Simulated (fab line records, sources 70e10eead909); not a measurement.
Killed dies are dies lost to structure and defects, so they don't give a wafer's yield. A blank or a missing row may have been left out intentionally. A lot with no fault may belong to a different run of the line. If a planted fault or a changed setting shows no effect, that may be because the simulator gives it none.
Chamber matching	flow nand harc	4 sister chambers for NHARC_A_WL_FILL_CMP_12 on cmp-03
The step polishes, t overpolish 30 s, target thk 100 nm. 4 wafers are shown with their chamber, then 12 later ones without.

WAFERS PAIRED WITH THEIR CHAMBERS
wafer	chamber	motor current A (A)
L079.3	0	12.9
L079.5	3	12.6
L081.1	1	12.7
L081.5	2	11.8

WAFERS WHOSE CHAMBER IS MISSING
wafer	motor current A (A)
L082.2	11.0
L082.4	12.3
L082.5	11.4
L087.1	14.1
L087.5	12.5
L087.6	12.9
L093.2	13.1
L093.5	12.2
L093.6	11.6
L097.1	11.2
L097.2	12.1
L097.3	12.4

CHAMBER TAKEN BY EACH
wafer	from the rows above	in truth
L082.2	can't be placed: 2 or 3 or 1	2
L082.4	can't be placed: 3 or 1 or 2 or 0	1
L082.5	can't be placed: 2 or 3 or 1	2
L087.1	can't be placed: 0 or 1 or 3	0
L087.5	can't be placed: 3 or 1 or 0 or 2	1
L087.6	can't be placed: 0 or 1 or 3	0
L093.2	can't be placed: 0 or 1 or 3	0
L093.5	can't be placed: 2 or 3 or 1 or 0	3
L093.6	can't be placed: 2 or 3 or 1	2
L097.1	can't be placed: 2 or 3 or 1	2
L097.2	can't be placed: 2 or 3 or 1 or 0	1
L097.3	can't be placed: 3 or 1 or 0 or 2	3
Placed correctly: 0 of 12. These rows do not allow placing 12 (true chamber among the candidates in 12). Number placed wrongly: 0.
How it was worked out, from the rows above alone: a wafer's distance from a chamber is the root of the sum, over the readings, of the square of ((its reading less the chamber's mean) divided by the reading's scatter). If the next closest chamber is less than 2 further off than the closest, the wafer can't be placed; otherwise it belongs to the closest. For every chamber, the mean is computed from those of its wafers that are shown. The scatter: root of mean squared gap, hidden wafer to nearest shown wafer, with one shown wafer a chamber.
